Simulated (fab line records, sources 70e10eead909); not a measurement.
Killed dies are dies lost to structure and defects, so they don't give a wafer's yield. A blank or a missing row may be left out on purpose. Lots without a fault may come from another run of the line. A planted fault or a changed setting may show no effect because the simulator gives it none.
Chamber matching | flow nand_harc | NHARC_A_STAIRCASE_TRIM_196 on rie_diel-08: 4 sister chambers
The step chemistry O2, time 211.2 s. 4 wafers are shown with their chamber, then 8 later ones without.

WAFERS WITH THEIR CHAMBER
wafer  | chamber | drypump_motor_current_A (A)
L089.6 | 2       | 5.9
L094.4 | 1       | 5.0
L094.5 | 3       | 5.3
L095.3 | 0       | 6.1

WAFERS WITHOUT THEIR CHAMBER
wafer  | drypump_motor_current_A (A)
L095.4 | 5.9
L095.5 | 6.1
L095.1 | 5.0
L095.2 | 5.3
L095.6 | 5.0
L097.3 | 5.3
L097.4 | 5.1
L097.6 | 6.1

WHICH CHAMBER EACH WENT THROUGH
wafer  | from the rows above | in truth
L095.4 | 2                   | 2
L095.5 | 0                   | 0
L095.1 | 1                   | 1
L095.2 | 3                   | 3
L095.6 | 1                   | 1
L097.3 | 3                   | 3
L097.4 | 1                   | 1
L097.6 | 0                   | 0
Placed correctly: 8 of 8. Can't be placed from these rows: 0. Placed wrongly: 0.
How it was worked out, from the rows above alone: a wafer's distance from a chamber is the root of the sum, over the readings, of the square of ((its reading less the chamber's mean) divided by the reading's scatter). The wafer belongs to the nearest chamber; if the next one is less than 2 further off, it can't be placed. A chamber's mean is the mean of its shown wafers. The scatter: with one shown wafer a chamber, the root of the mean of the squares of how far each hidden wafer lies from its nearest shown one.
